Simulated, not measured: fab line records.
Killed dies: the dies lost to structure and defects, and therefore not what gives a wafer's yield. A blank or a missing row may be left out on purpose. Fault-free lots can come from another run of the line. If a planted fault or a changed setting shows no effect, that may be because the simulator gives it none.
Chamber matching	flow n5-finfet	4 sister chambers for N5_BEOL_M14_ETCH_68 on rie-diel-03
The step etches SOC in N2/H2, time 450 s. 4 wafers are shown with their chamber, then 7 later ones without.

EACH WAFER AND ITS CHAMBER
wafer	chamber	drypump-motor-current-A (A)
L091.4	0	5.3
L091.5	3	5.5
L093.1	2	6.0
L093.4	1	6.6

WAFERS WHOSE CHAMBER IS MISSING
wafer	drypump-motor-current-A (A)
L093.6	5.5
L094.1	6.0
L094.2	5.5
L094.6	5.5
L097.1	5.9
L097.2	5.5
L097.3	5.4

THE CHAMBER EACH PASSED THROUGH
wafer	from the rows above	in truth
L093.6	3	3
L094.1	2	2
L094.2	3	3
L094.6	3	3
L097.1	2	2
L097.2	3	3
L097.3	can't be placed: 3 or 0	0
Correctly placed: 6 of 7. Cannot be placed on the basis of these rows: 1; the candidates contain the true chamber in 1. Wrongly placed: 0.
How it was worked out, from the rows above alone: a wafer's distance from a chamber is the root of the sum, over the readings, of the square of ((its reading less the chamber's mean) divided by the reading's scatter). The wafer belongs to the nearest chamber; if the next one is less than 2 further off, it can't be placed. The mean given for a chamber averages the wafers shown for that chamber. The scatter: with one shown wafer a chamber, the root of the mean of the squares of how far each hidden wafer lies from its nearest shown one.
